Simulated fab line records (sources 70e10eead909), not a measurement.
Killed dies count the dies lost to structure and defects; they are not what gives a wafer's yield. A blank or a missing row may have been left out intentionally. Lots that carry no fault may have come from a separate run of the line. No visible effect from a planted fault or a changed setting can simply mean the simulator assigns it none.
Chamber matching	flow nand-harc	3 sister chambers for NHARC_A_STAIRCASE_DEP_259 on pecvd-02
The step deposits SiON, target thk 30 nm. 20 wafers are shown with their chamber, then 10 later ones without.

## WAFERS, EACH WITH ITS CHAMBER
wafer	chamber	heater-power-w (W)	susceptor-temp-C (C)
L074.3	1	845	399.77
L074.4	1	856	399.90
L074.5	0	799	400.38
L076.1	0	735	399.92
L076.4	0	732	399.73
L076.5	1	857	399.82
L078.1	0	814	399.74
L078.2	2	634	400.22
L078.5	2	632	400.53
L080.4	1	790	399.86
L080.5	2	663	399.59
L080.6	0	853	400.29
L081.2	2	589	400.06
L081.4	2	587	399.96
L081.5	1	758	400.10
L085.4	0	692	400.13
L085.5	2	684	399.77
L085.6	1	855	400.12
L084.2	2	713	400.27
L084.5	0	769	400.05

SIGNATURES (means of the wafers above)
reading	chamber 0	chamber 1	chamber 2	scatter within a chamber
heater-power-w	770.57	826.83	643.14	48.9
susceptor-temp-C	400.0343	399.9283	400.0571	0.254
Rule: for each reading, subtract the chamber's mean from the wafer's reading, divide by that reading's scatter and square the result; add these up over the readings and take the root, which gives the wafer's distance from the chamber. The wafer belongs to the nearest chamber; if the next one is less than 2 further off, it can't be placed. How the scatter is found: for the shown wafers, subtract from each reading the mean of its chamber, square and add these, divide the total by (wafers less chambers), then take the root.

## WAFERS WITH NO CHAMBER GIVEN
wafer	heater-power-w (W)	susceptor-temp-C (C)
L084.6	696	399.97
L087.1	766	400.00
L087.2	634	400.47
L087.6	639	399.90
L091.3	823	400.01
L091.5	847	399.96
L091.6	846	399.51
L092.1	767	399.72
L092.2	599	399.84
L092.4	884	400.01

## THE CHAMBER EACH PASSED THROUGH
wafer	from the rows above	in truth
L084.6	can't be placed: 2 or 0 or 1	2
L087.1	can't be placed: 0 or 1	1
L087.2	can't be placed: 2 or 0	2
L087.6	2	2
L091.3	can't be placed: 1 or 0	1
L091.5	can't be placed: 1 or 0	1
L091.6	can't be placed: 1 or 0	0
L092.1	can't be placed: 0 or 1 or 2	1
L092.2	2	2
L092.4	can't be placed: 1 or 0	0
Correct placement for 2 of the 10. Unplaceable from these rows: 8, with the true chamber sitting among the candidates in 8. Number placed wrongly: 0.
